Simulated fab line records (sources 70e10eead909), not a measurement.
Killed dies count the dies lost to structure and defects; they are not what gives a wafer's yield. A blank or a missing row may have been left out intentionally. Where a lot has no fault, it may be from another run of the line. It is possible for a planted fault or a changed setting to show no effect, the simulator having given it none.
A lot that was struck, set against a sound lot | flow nand harc | 15 steps out of a route of 1159
Sound: wafers L849.4, L849.5, L849.6. Struck: wafer L843.1. The cause is given at the end.
Each step with rows lists, per side, the tool, then ch with its chambers, then its first start. Under that, the readings that differ: sound wafers | struck wafers | difference of the means | sigmas: that difference in standard deviations of wafers without a fault.
alike: words and numbers the same on both sides, and readings whose means are apart by under 2 such deviations; not compared: readings that were withheld, readings missing a value for some wafer, numbers with overlapping values and no deviation given by the record, and bounds like >300 which may hide the same value.
Wherever a step has rows on one side only, a row that says differs or no value, or a row with sigmas, the two part there. Numbers that have no deviation but don't overlap get no sigmas and don't part them. A reading that every wafer of one side lacks parts them only if that side has two wafers or more.

NHARC_A_CHANNEL_HOLE_D1_ETCH_19: etches the open film in C4F8/O2/Ar, time 34.5 s.
  sound on har etch-01 ch 0,1, day 12 16:10; struck on har etch-02 ch 1, day 11 10:55
  reading                         | sound          | struck | difference                   | sigmas
  rf hours counter h (h)          | - - -          | 133    | no value on the sound wafers |
  showerhead plenum p Torr (Torr) | 3.84 3.84 3.84 | 3.68   | -0.16                        | -2
  alike: drypump motor current A, throttle valve pct
then, 3 steps without rows for these wafers: NHARC_A_CHANNEL_HOLE_D1_ETCH_20 (etches the open film in C4F8/O2/Ar, time 361.9 s, target depth 1600 nm); NHARC_A_CHANNEL_HOLE_D1_ETCH_21 (etches the open film in C4F8/O2/Ar, time 514.3 s, target depth 1600 nm); NHARC_A_CHANNEL_HOLE_D1_ETCH_22 (etches the open film in C4F8/O2/Ar, time 666.7 s, target depth 1600 nm).
NHARC_A_CHANNEL_HOLE_D1_ETCH_23: etches the open film in C4F8/O2/Ar, time 819 s, target depth 1600 nm.
  sound on har etch-01 ch 0,1, day 12 17:48; struck on har etch-02 ch 1, day 11 12:21
  reading                         | sound          | struck | difference                   | sigmas
  rf hours counter h (h)          | - - -          | 134    | no value on the sound wafers |
  showerhead plenum p Torr (Torr) | 3.80 3.80 3.80 | 3.64   | -0.16                        | -2
  alike: drypump motor current A, throttle valve pct
then, 2 steps without rows for these wafers: NHARC_A_CHANNEL_HOLE_D1_ETCH_24 (etches the open film in C4F8/O2/Ar, time 906.2 s, target depth 1500 nm); NHARC_A_CHANNEL_HOLE_D1_ETCH_25 (etches the open film in C4F8/O2/Ar, time 1040.2 s, target depth 1500 nm).
NHARC_A_CHANNEL_HOLE_D1_ETCH_26: etches the open film in C4F8/O2/Ar, time 224.1 s, target depth 300 nm.
  sound on har etch-01 ch 0,1, day 12 19:59; struck on har etch-02 ch 1, day 11 14:42
  reading                         | sound                | struck | difference                   | sigmas
  rf hours counter h (h)          | - - -                | 137    | no value on the sound wafers |
  showerhead plenum p Torr (Torr) | 3.84 3.85 3.85       | 3.68   | -0.17                        | -2
  throttle valve pct (%)          | 24.564 24.579 24.586 | 24.600 | +0.024                       | +3
  alike: drypump motor current A
NHARC_A_CHANNEL_HOLE_D1_ETCH_33: etches the open film in C4F8/O2/Ar, time 90 s, target depth 400 nm.
  sound on har etch-01 ch 0,1, day 12 20:11; struck on har etch-02 ch 1, day 11 14:55
  reading                         | sound          | struck | difference                   | sigmas
  rf hours counter h (h)          | - - -          | 137    | no value on the sound wafers |
  showerhead plenum p Torr (Torr) | 3.84 3.84 3.84 | 3.67   | -0.17                        | -2
  alike: drypump motor current A, throttle valve pct
then, 3 steps without rows for these wafers: NHARC_A_CHANNEL_HOLE_D1_STRIP_41 (strips in N2/H2); NHARC_A_CHANNEL_HOLE_D1_STRIP_42 (strips in CF4/CHF3); NHARC_A_CHANNEL_HOLE_D1_STRIP_43 (strips in O2/COS).
NHARC_A_CHANNEL_HOLE_D1_ETCH_44: etches the open film in CF4/O2, target depth 140 nm, overetch 14 nm, time 77 s.
  sound on rie diel-03 ch 0,3, day 12 20:52; struck on rie diel-11 ch 1, day 11 15:41
  reading               | sound             | struck | difference | sigmas
  oes product au (a.u.) | 0.983 1.021 0.988 | 0.946  | -0.051     | -4
  alike: bias w, drypump motor current A, oes_f_703_au, rf vpp V, showerhead plenum p Torr, throttle valve pct
  not compared: rf hours counter h
NHARC_A_CHANNEL_HOLE_D1_STRIP_27: strips in O2.
  sound on rie diel-03 ch 0,1; struck on rie diel-11 ch 1
  alike: drypump motor current A, oes product au, rf vpp V, showerhead plenum p Torr, throttle valve pct
  not compared: rf hours counter h
-- record jumps: 11 days between struck wafers' starts before vs after; left off in module A_CHANNEL_HOLE_D1, resumes in module END, first step shown is number 1159 of the route --
NHARC_END_SORT_01:
  sound on prober-02 ch 0, day 24 11:20; struck on prober-02 ch 0, day 22 09:53
  reading         | sound    | struck | difference | sigmas
  killed at array | 38 45 41 | 227    | +186       | +17
  killed dies     | 39 47 45 | 234    | +190       | +17
  killed open     | 2 3 3    | 8      | +5         | +3
  alike: killed at other, killed at periphery, killed short

== WHERE THEY PART ==
First at NHARC_A_CHANNEL_HOLE_D1_ETCH_19; last, within this record, at NHARC_END_SORT_01.

WHY: the cause the simulator had injected
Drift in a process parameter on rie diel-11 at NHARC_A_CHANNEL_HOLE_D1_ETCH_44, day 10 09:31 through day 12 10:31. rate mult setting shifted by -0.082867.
